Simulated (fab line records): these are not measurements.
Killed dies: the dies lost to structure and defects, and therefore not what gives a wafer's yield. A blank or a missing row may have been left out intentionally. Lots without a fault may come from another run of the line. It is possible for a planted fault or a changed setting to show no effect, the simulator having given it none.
fab line records	flow n5Finfet
record lots=9	wafers=27	lastDay=18
route steps=1938 shown BEOL_M11@1573 BEOL_M12@1614 PASSIVATION@1936
lots that met no fault: taken from a fault-free run of the same line
startH: start of the lot's first displayed wafer, in hours after the record's first day	waitH: hours since the lot's step before	" identical to the entry in the row above	L1.1+2: a single row standing in for several wafers	- no value present, or no start provided	* or withheld: withheld	< > ~ a bound
route shown NAME@n: a module of which the file shows steps, and the number in the route of the first	usual: mean/standard deviation taken from wafers without a fault	same: alike in all rows	chamber/n: place in a boat	sites: per-site readings	_std_site: the standard deviation of these	_edge_site: mean of outer sites minus mean of inner sites	radiusMm: for every site, how far away it sits from the centre of the wafer	mask NAME#n: copy n	behind: the tool/chamber that last shaped the wafer	hold: cause of the lot's hold/its duration in hours/its outcome	device: transistor that didn't switch, given as n, p or np	end of line: the tests these same wafers got at the end of their route	for a step that has no rows: nothing shown but its recipe	killed: dies that structure and defects cost at the first sort, which is not the same as the wafer's yield	map: dies across one wafer; x = killed, . = not, _ = none there
set.NAME: setting as actually run; set.NAME@STEP: the setting as run at that earlier step	model.NAME: the simulator's own value behind a step, which no gauge read
the route's steps for a sample of lots (tables are steps, rows are wafers)
services: from which hour (startH, from the record's first day; less than 0 if before it) a tool's chamber was out of use, for how many hours, and why
## steps
# step N5_BEOL_M11_ETCH_66
# recipe chemistry=N2/H2	target=SOC	targetDepthA=1200	overetchA=240	maskMaterial=SiARC	tempC=40	timeS=180	ionEnergyEv=200	pressureMtorr=30	sourceW=840	biasW=150	n2FlowSccm=200	h2FlowSccm=200
# usual drypumpMotorCurrentA=5.7/0.57	oesProductAu=0.65/0.065	rfVppV=523.6/2.4	showerheadPlenumPTorr=2.53/0.082	throttleValvePct=17.75/0.21
lot.wafer	tool	chamber	startH	waitH	drypumpMotorCurrentA	oesProductAu	rfHoursCounterH	rfVppV	showerheadPlenumPTorr	throttleValvePct
L553.2	rieDiel-06	1	234.00	0.0	5.1	0.57	230	524.2	2.50	17.75
L553.3	"	0	"	"	6.2	0.61	183	521.7	2.41	17.95
L553.6	"	0	"	"	6.3	0.61	-	519.1	2.41	17.94
L559.1	rieDiel-06	0	269.85	0.0	6.2	0.60	192	521.0	2.40	17.95
L559.4	"	3	"	"	5.8	0.62	129	528.1	2.65	17.69
L559.5	"	2	"	"	5.0	0.69	-	521.3	2.48	17.46
L563.3	rieDiel-03	3	294.50	0.0	5.4	0.54	247	525.2	2.61	18.11
L563.4	"	2	"	"	6.6	0.72	15	522.4	2.49	17.54
L563.6	"	2	"	"	6.6	0.73	-	521.1	2.49	17.55
L566.3	rieDiel-01	2	312.52	0.0	6.0	0.61	127	525.0	2.54	17.84
L566.4	"	1	"	"	4.9	0.56	-	525.8	2.61	17.86
L566.5	"	0	"	"	5.2	0.60	-	523.3	2.53	18.12
L572.2	rieDiel-06	2	339.19	0.0	5.0	0.67	81	523.0	2.47	17.49
L572.4	"	1	"	"	5.1	0.80	1	523.4	2.49	17.33
L572.6	"	1	"	"	5.1	0.79	-	521.4	2.49	17.34
L569.1	rieDiel-03	3	341.89	0.0	5.4	0.75	5	526.5	2.61	17.73
L569.3	"	1	"	"	5.7	0.67	71	525.2	2.58	17.71
L569.5	"	0	"	"	6.5	0.71	-	525.0	2.60	17.64
L573.3	rieDiel-03	2	376.77	0.0	6.6	0.69	38	524.6	2.48	17.57
L573.5	"	0	"	"	6.5	0.70	-	524.3	2.60	17.64
L573.6	"	1	"	"	5.7	0.67	-	523.7	2.58	17.71
L576.1	rieDiel-06	2	377.75	0.0	5.0	0.66	92	521.1	2.47	17.50
L576.3	"	1	"	"	5.0	0.76	12	522.9	2.48	17.35
L576.6	"	0	"	"	6.2	0.58	-	520.8	2.39	18.01
L575.1	rieDiel-03	0	388.46	0.0	6.5	0.70	57	525.6	2.59	17.66
L575.4	"	1	"	"	5.7	0.67	83	524.6	2.58	17.74
L575.5	"	0	"	"	6.5	0.69	-	523.7	2.59	17.66
# step N5_BEOL_M11_VIA_ETCH_34
# recipe chemistry=C4F6/O2	target=SiCOH_lowk	targetDepthA=1845	maskMaterial=SOC	taperDeg=4	timeS=69.2	ionEnergyEv=250	pressureMtorr=30	sourceW=345	biasW=185	Ar_flow_sccm=300	C4F6_flow_sccm=10	O2_flow_sccm=10
# usual drypumpMotorCurrentA=5.7/0.57	oesProductAu=0.80/0.086	rfVppV=668/18	showerheadPlenumPTorr=2.84/0.08	throttleValvePct=20.84/0.25
lot.wafer	tool	chamber	startH	waitH	drypumpMotorCurrentA	oesProductAu	rfHoursCounterH	rfVppV	showerheadPlenumPTorr	throttleValvePct
L553.2	rieDiel-06	1	234.12	0.0	5.0	0.70	230	641	2.81	20.92
L553.3	"	0	"	"	6.2	0.75	183	668	2.72	21.13
L553.6	"	0	"	"	6.2	0.74	-	668	2.72	21.12
L559.1	rieDiel-06	0	269.98	0.0	6.2	0.74	192	667	2.72	21.13
L559.4	"	3	"	"	5.7	0.78	129	702	2.96	20.84
L559.5	"	2	"	"	5.0	0.86	-	675	2.78	20.47
L563.3	rieDiel-03	3	294.63	0.0	5.4	0.68	247	656	2.91	21.10
L563.4	"	2	"	"	6.6	0.92	15	668	2.81	20.85
L563.6	"	2	"	"	6.6	0.92	-	668	2.81	20.85
L566.3	rieDiel-01	2	312.65	0.0	6.0	0.77	127	652	2.88	21.10
L566.4	"	1	"	"	4.8	0.68	-	657	2.91	20.87
L566.5	"	0	"	"	5.2	0.74	-	654	2.84	21.29
L572.2	rieDiel-06	2	339.31	0.0	4.9	0.83	81	676	2.77	20.52
L572.4	"	1	"	"	5.1	0.99	1	641	2.80	20.59
L572.6	"	1	"	"	5.1	0.98	-	641	2.80	20.59
L569.1	rieDiel-03	3	342.01	0.0	5.4	0.96	5	655	2.91	20.79
L569.3	"	1	"	"	5.7	0.83	71	657	2.87	20.67
L569.5	"	0	"	"	6.5	0.88	-	689	2.89	20.49
L573.3	rieDiel-03	2	376.90	0.0	6.6	0.86	38	667	2.79	20.88
L573.5	"	0	"	"	6.5	0.88	-	687	2.88	20.49
L573.6	"	1	"	"	5.7	0.83	-	656	2.87	20.70
L576.1	rieDiel-06	2	377.87	0.0	5.0	0.82	92	675	2.77	20.53
L576.3	"	1	"	"	5.0	0.94	12	640	2.80	20.62
L576.6	"	0	"	"	6.2	0.70	-	667	2.70	21.20
L575.1	rieDiel-03	0	388.58	0.0	6.5	0.87	57	687	2.88	20.50
L575.4	"	1	"	"	5.7	0.83	83	656	2.87	20.70
L575.5	"	0	"	"	6.5	0.88	-	686	2.88	20.51
# step N5_BEOL_M11_ETCH_41
# recipe chemistry=CH3F/O2	target=SiCN	targetDepthA=426	taperDeg=2	timeS=86	ionEnergyEv=120	maskMaterial=TiN	pressureMtorr=30	sourceW=395	biasW=75	Ar_flow_sccm=150	CH3F_flow_sccm=30	O2_flow_sccm=20
# usual drypumpMotorCurrentA=5.7/0.57	oesProductAu=0.80/0.085	rfVppV=297.2/1.5	showerheadPlenumPTorr=1.99/0.059	throttleValvePct=16.27/0.26
lot.wafer	tool	chamber	startH	waitH	drypumpMotorCurrentA	oesProductAu	rfHoursCounterH	rfVppV	showerheadPlenumPTorr	throttleValvePct
L553.2	rieDiel-06	1	-	-	5.1	0.71	230	297.0	1.97	16.39
L553.3	"	0	"	"	6.2	0.74	183	295.5	1.91	16.55
L553.6	"	0	"	"	6.2	0.74	-	294.7	1.91	16.55
L559.1	rieDiel-06	0	-	-	6.2	0.73	192	296.0	1.91	16.57
L559.4	"	3	"	"	5.7	0.78	129	300.0	2.09	16.29
L559.5	"	2	"	"	5.0	0.87	-	296.1	1.95	15.89
L563.3	rieDiel-03	3	-	-	5.4	0.67	247	299.0	2.05	16.62
L563.4	"	2	"	"	6.6	0.91	15	298.5	1.97	16.21
L563.6	"	2	"	"	6.6	0.90	-	295.0	1.97	16.23
L566.3	rieDiel-01	2	-	-	6.0	0.77	127	297.0	2.02	16.42
L566.4	"	1	"	"	4.8	0.69	-	297.0	2.04	16.35
L566.5	"	0	"	"	5.2	0.75	-	297.6	1.99	16.68
L572.2	rieDiel-06	2	-	-	4.9	0.84	81	295.4	1.94	15.93
L572.4	"	1	"	"	5.1	0.99	1	295.9	1.96	15.96
L572.6	"	1	"	"	5.1	0.98	-	296.2	1.96	15.96
L569.1	rieDiel-03	3	-	-	5.5	0.95	6	297.4	2.05	16.17
L569.3	"	1	"	"	5.7	0.84	71	297.5	2.02	16.11
L569.5	"	0	"	"	6.5	0.90	-	297.8	2.03	15.92
L573.3	rieDiel-03	2	-	-	6.6	0.86	38	296.7	1.96	16.28
L573.5	"	0	"	"	6.5	0.88	-	298.2	2.03	15.94
L573.6	"	1	"	"	5.7	0.82	-	298.2	2.02	16.14
L576.1	rieDiel-06	2	-	-	4.9	0.83	92	296.9	1.94	15.95
L576.3	"	1	"	"	5.1	0.94	12	297.0	1.96	16.00
L576.6	"	0	"	"	6.2	0.71	-	294.1	1.89	16.63
L575.1	rieDiel-03	0	-	-	6.5	0.86	57	297.3	2.03	15.95
L575.4	"	1	"	"	5.7	0.82	83	297.2	2.02	16.13
L575.5	"	0	"	"	6.5	0.87	-	297.9	2.03	15.94
# step N5_BEOL_M11_CMP_52
# recipe stopOn=SiCOH_lowk	tOverpolishS=7	downForcePsi=1	platenRpm=50	clearingPlatenDownForcePsi=1.5	clearingPlatenRpm=50	postCmpClean=cuAlkaline	targetThkNm=140	clearingPlatenPadVelocityMS=0.99484	padVelocityMS=0.99484
# usual barrierFieldEndpointS=29.1/0.92	motorCurrentA=6.2/0.52	overpolishRunS=6.999/0.0091	timeToEndpointS=66/4.3
lot.wafer	tool	chamber	startH	waitH	barrierFieldEndpointS	motorCurrentA	overpolishRunS	timeToEndpointS
L553.2	cmp-04	1	237.24	0.2	29.3	6.0	6.992	70
L553.3	"	2	"	"	29.3	6.6	7.010	70
L553.6	"	2	"	"	28.9	6.7	7.010	67
L559.1	cmp-04	0	272.46	0.3	30.5	5.5	6.999	71
L559.4	"	1	"	"	30.3	6.1	6.993	69
L559.5	"	0	"	"	30.2	5.8	6.995	71
L563.4	cmp-04	2	298.03	0.2	31.5	6.3	6.992	75
L563.3	"	3	"	"	30.9	6.6	7.000	73
L563.6	"	0	"	"	31.7	5.6	7.011	77
L566.3	cmp-04	3	315.89	0.5	29.9	6.2	6.996	69
L566.4	"	0	"	"	30.2	5.7	6.979	70
L566.5	"	2	"	"	30.2	6.8	7.008	67
L572.4	cmp-01	3	341.79	0.2	27.3	6.8	7.004	60
L572.2	"	1	"	"	29.0	5.5	7.000	71
L572.6	"	2	"	"	27.7	6.3	7.003	61
L569.1	cmp-01	2	345.77	0.3	28.4	6.1	7.012	61
L569.3	"	0	"	"	28.3	6.2	7.002	60
L569.5	"	2	"	"	28.6	6.5	7.009	60
L573.3	cmp-01	3	379.91	0.2	28.8	6.6	6.997	63
L573.5	"	2	"	"	28.6	6.0	7.006	65
L573.6	"	3	"	"	27.8	6.5	7.004	61
L576.3	cmp-04	3	380.46	0.2	29.4	6.1	7.006	64
L576.1	"	0	"	"	29.5	5.7	6.987	69
L576.6	"	3	"	"	29.4	6.4	6.999	67
L575.4	cmp-01	0	392.86	0.2	28.4	6.6	6.995	64
L575.1	"	1	"	"	29.1	5.3	6.999	70
L575.5	"	0	"	"	27.9	6.7	6.991	62
# step N5_BEOL_M11_INSPECT_58
# recipe inspectInstrument=darkfield	mode=postDep
# usual rawDefectCount=73/24
lot.wafer	tool	chamber	startH	waitH	rawDefectCount
L553.2	defectInspect-02	-	237.69	0.0	77
L553.3	"	-	"	"	65
L553.6	"	-	"	"	74
L559.1	defectInspect-02	-	272.91	0.0	64
L559.4	"	-	"	"	37
L559.5	"	-	"	"	50
L563.3	defectInspect-01	-	298.40	0.0	100
L563.4	"	-	"	"	62
L563.6	"	-	"	"	550
L566.3	defectInspect-01	-	316.29	0.0	83
L566.4	"	-	"	"	570
L566.5	"	-	"	"	136
L572.2	defectInspect-01	-	342.20	0.0	48
L572.4	"	-	"	"	31
L572.6	"	-	"	"	40
L569.1	defectInspect-01	-	346.21	0.0	74
L569.3	"	-	"	"	96
L569.5	"	-	"	"	46
L573.3	defectInspect-01	-	380.32	0.0	54
L573.5	"	-	"	"	33
L573.6	"	-	"	"	110
L576.1	defectInspect-01	-	380.91	0.0	104
L576.3	"	-	"	"	87
L576.6	"	-	"	"	150
L575.1	defectInspect-02	-	393.27	0.0	78
L575.4	"	-	"	"	43
L575.5	"	-	"	"	96
# step N5_BEOL_M12_INSPECT_12
# recipe mode=adi	inspectInstrument=macro
# usual rawDefectCount=1.9/1.4
lot.wafer	tool	chamber	startH	waitH	rawDefectCount
L553.2	defectInspect-01	-	238.39	0.0	1
L553.3	"	-	"	"	1
L553.6	"	-	"	"	2
L559.1	defectInspect-01	-	273.43	0.0	2
L559.4	"	-	"	"	2
L559.5	"	-	"	"	2
L563.3	defectInspect-02	-	299.05	0.0	3
L563.4	"	-	"	"	1
L563.6	"	-	"	"	>300
L566.3	defectInspect-01	-	316.82	0.0	1
L566.4	"	-	"	"	>300
L566.5	"	-	"	"	1
L572.2	defectInspect-01	-	342.85	0.0	2
L572.4	"	-	"	"	1
L572.6	"	-	"	"	1
L569.1	defectInspect-01	-	346.74	0.0	3
L569.3	"	-	"	"	1
L569.5	"	-	"	"	2
L573.3	defectInspect-01	-	380.85	0.0	4
L573.5	"	-	"	"	2
L573.6	"	-	"	"	2
L576.1	defectInspect-01	-	381.43	0.0	2
L576.3	"	-	"	"	2
L576.6	"	-	"	"	2
L575.1	defectInspect-02	-	393.92	0.0	0
L575.4	"	-	"	"	2
L575.5	"	-	"	"	0
# step N5_PASSIVATION_PROBE_49
# usual defectLimitedYield=91.3/1.7	killed_at_M0_to_M3=33/11	killed_at_M4_up=14/5.5	killedAtContacts=13/6.5	killedAtFrontEnd=39/13	killedAtOther=3.4/2.9	killedDies=103/20	killedOnRim=14/4.3	killedOpen=69/15	killedShort=32/8.1	sort_bin_5_function=5.1/1.1	sort_bin_6_memory=3.3/0.74	sortNPass=1077/20	sortYieldPct=91.3/1.7
# same grossDies=1180	killedAtBackSide=0	sort_bin_4_leakage[%]=0	sort_bin_8_speed[%]=0
lot.wafer	tool	chamber	startH	waitH	defectLimitedYield[%]	killed_at_M0_to_M3	killed_at_M4_up	killedAtContacts	killedAtFrontEnd	killedAtOther	killedDies	killedOnRim	killedOpen	killedShort	sort_bin_5_function[%]	sort_bin_6_memory[%]	sortNPass	sortYieldPct[%]
L553.2	prober-01	-	282.57	0.1	89.7	34	17	12	54	4	121	15	86	32	6.2	3.4	1059	89.7
L553.3	prober-01	-	282.62	0.1	85.3	44	19	11	94	5	173	27	124	48	9.3	5.0	1007	85.3
L553.6	prober-01	-	282.77	0.3	89.8	24	12	10	73	1	120	14	78	42	6.0	3.8	1060	89.8
L563.3	prober-02	-	337.82	0.1	91.2	50	18	5	27	4	104	14	62	42	5.3	3.1	1076	91.2
L563.4	prober-02	-	337.87	0.2	92.2	44	11	8	28	1	92	11	54	38	4.4	2.7	1088	92.2
L563.6	prober-02	-	337.97	0.3	60.3	45	393	8	21	2	469	67	60	27	24.7	12.7	711	60.3
L566.3	prober-01	-	355.47	0.1	94.2	8	11	6	31	13	69	7	47	21	3.5	2.4	1111	94.2
L566.4	prober-01	-	355.52	0.2	62.4	26	381	1	30	6	444	47	49	23	23.1	12.3	736	62.4
L566.5	prober-01	-	355.57	0.2	91.6	35	7	7	41	9	99	10	60	37	5.1	3.0	1081	91.6
L573.3	prober-02	-	423.97	0.5	90.6	22	29	26	34	0	111	13	79	32	5.5	3.7	1069	90.6
L573.5	prober-02	-	424.07	0.6	89.6	29	23	20	46	5	123	19	82	36	5.6	4.2	1057	89.6
L573.6	prober-02	-	424.12	0.6	91.6	21	17	17	41	3	99	12	71	27	4.9	3.4	1081	91.6
# killed by level:class
L553.2 STI_FIN_REVEAL:geometricParticle:open=18 BEOL_M2:geometricParticle:open=12 MOL_CONTACT_COAG:geometricParticle:open=9 FIN_SAQP:geometricParticle:open=7 FIN_SAQP:geometricParticle:short=7 BEOL_M6:geometricParticle:open=7 DUMMY_GATE:geometricParticle:open=4 BEOL_M3:geometricParticle:open=4
L553.3 STI_FIN_REVEAL:geometricParticle:open=42 FIN_SAQP:geometricParticle:short=17 BEOL_M2:geometricParticle:open=16 FIN_SAQP:geometricParticle:open=14 MOL_CONTACT_COAG:geometricParticle:open=8 BEOL_M0_SAQP:geometricParticle:short=8 BEOL_M0_SAQP:geometricParticle:open=8 BEOL_M4:geometricParticle:open=8
L553.6 STI_FIN_REVEAL:geometricParticle:open=25 FIN_SAQP:geometricParticle:short=11 FIN_SAQP:geometricParticle:open=9 MOL_CONTACT_COAG:geometricParticle:open=9 STI_FIN_REVEAL:geometricParticle:short=6 ILD0:geometricParticle:short=6 BEOL_M1:geometricParticle:open=6 BEOL_M2:geometricParticle:open=6
L563.3 BEOL_M0_SAQP:geometricParticle:short=16 BEOL_M4:geometricParticle:open=11 BEOL_M0_SAQP:geometricParticle:open=10 BEOL_M3:geometricParticle:open=8 ILD0:geometricParticle:short=6 BEOL_M2:geometricParticle:open=6 MOL_CONTACT_COAG:geometricParticle:open=4 BEOL_M2:geometricParticle:short=4
L563.4 BEOL_M0_SAQP:geometricParticle:short=14 BEOL_M3:geometricParticle:open=9 BEOL_M0_SAQP:geometricParticle:open=8 FIN_SAQP:geometricParticle:open=6 BEOL_M1:geometricParticle:open=5 MOL_CONTACT_COAG:geometricParticle:open=4 MOL_CONTACT_COAG:geometricParticle:short=4 STI_FIN_REVEAL:geometricParticle:short=3
L563.6 BEOL_M11:unspecified=382 MOL_CONTACT_COAG:geometricParticle:open=8 BEOL_M2:geometricParticle:open=8 BEOL_M3:geometricParticle:open=8 BEOL_M0_SAQP:geometricParticle:open=7 BEOL_M0_SAQP:geometricParticle:short=7 ILD0:geometricParticle:open=5 BEOL_M3:geometricParticle:short=5
L566.3 STI_FIN_REVEAL:geometricParticle:open=7 DUMMY_GATE:geometricParticle:open=6 FIN_SAQP:geometricParticle:open=4 BEOL_M4:geometricParticle:short=4 PAD_METAL:geometricParticle:open=4 MOL_CONTACT_COAG:geometricParticle:short=3 MOL_CONTACT_COAG:geometricParticle:open=3 BEOL_M0_SAQP:geometricParticle:open=3
L566.4 BEOL_M11:unspecified=372 BEOL_M2:geometricParticle:open=12 FIN_SAQP:geometricParticle:open=7 DUMMY_GATE:geometricParticle:open=6 FIN_SAQP:geometricParticle:short=5 GATE_CUT:geometricParticle:short=4 BEOL_M1:geometricParticle:open=4 BEOL_M0_SAQP:geometricParticle:open=3
L566.5 FIN_SAQP:geometricParticle:short=9 DUMMY_GATE:geometricParticle:open=9 BEOL_M0_SAQP:geometricParticle:short=8 BEOL_M3:geometricParticle:open=8 MOL_CONTACT_COAG:geometricParticle:open=7 BEOL_M1:geometricParticle:open=7 FIN_SAQP:geometricParticle:open=5 GATE_CUT:geometricParticle:short=5
L573.3 MOL_CONTACT_COAG:geometricParticle:open=20 BEOL_M4:geometricParticle:open=15 BEOL_M2:geometricParticle:open=7 DUMMY_GATE:geometricParticle:open=6 MOL_CONTACT_COAG:geometricParticle:short=6 FIN_SAQP:geometricParticle:short=5 STI_FIN_REVEAL:geometricParticle:open=5 BEOL_M1:geometricParticle:open=5
L573.5 MOL_CONTACT_COAG:geometricParticle:open=17 BEOL_M4:geometricParticle:open=12 STI_FIN_REVEAL:geometricParticle:open=10 BEOL_M1:geometricParticle:open=8 FIN_SAQP:geometricParticle:short=6 FIN_SAQP:geometricParticle:open=6 BEOL_M2:geometricParticle:open=5 HKMG_FIN:areaEtch=5
L573.6 MOL_CONTACT_COAG:geometricParticle:open=11 STI_FIN_REVEAL:geometricParticle:open=10 BEOL_M2:geometricParticle:open=7 FIN_SAQP:geometricParticle:open=6 DUMMY_GATE:geometricParticle:open=6 MOL_CONTACT_COAG:geometricParticle:short=6 BEOL_M0_SAQP:geometricParticle:open=6 BEOL_M8:geometricParticle:open=6
## services
tool	chamber	startH	hours	kind
rieDiel-06	0	213.00	3.4	repair
rieDiel-03	2	217.30	-	clean
rieDiel-03	2	217.30	-	consumableReplace:focusRing
rieDiel-03	2	217.30	20.1	scheduledDown
rieDiel-03	2	217.30	20.1	ventCycle
rieDiel-01	1	226.18	3.6	repair
cmp-01	-	239.72	3.3	repair
rieDiel-01	0	241.59	12.8	repair
cmp-04	-	251.10	1.2	repair
cmp-04	-	254.99	2.5	repair
cmp-01	-	258.12	0.5	repair
rieDiel-03	2	266.47	4.2	repair
rieDiel-06	1	290.13	8.6	repair
rieDiel-01	-	294.76	1.2	repair
rieDiel-03	3	303.82	-	clean
rieDiel-03	3	303.82	-	consumableReplace:focusRing
rieDiel-03	3	303.82	16.7	scheduledDown
rieDiel-03	3	303.82	16.7	ventCycle
rieDiel-06	1	312.47	-	clean
cmp-01	-	313.93	3.7	pm
cmp-04	-	317.84	4.0	pm
rieDiel-03	-	357.61	13.2	repair
rieDiel-06	-	363.75	0.3	repair
cmp-01	-	372.70	2.4	repair
## key
firstSign step=N5_BEOL_M11_INSPECT_58	reading=rawDefectCount	direction=up	sigmas=20	usual=73	struck=560
effect step=N5_BEOL_M12_INSPECT_12	reading=rawDefectCount	direction=up	sigmas=99+	usual=1.9	struck=>300
effect step=N5_PASSIVATION_PROBE_49	reading=killed_at_M4_up	direction=up	sigmas=68	usual=14	struck=387
moreKillsBornAt N5_BEOL_M11_CMP_52@cmp-04=754
metAt N5_BEOL_M11_CMP_52
struckLots L563,L566
struckWafers L563.6,L566.4
notActingAt N5_BEOL_M11_ETCH_66,N5_BEOL_M11_VIA_ETCH_34,N5_BEOL_M11_ETCH_41
onsetBetween 272.46 298.03
fault kind=chamberParticleSource	tool=cmp-04	chamber=0	onsetH=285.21	steps=N5_BEOL_M11_CMP_52	ratePerVisitCm2=0.74962	endH=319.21
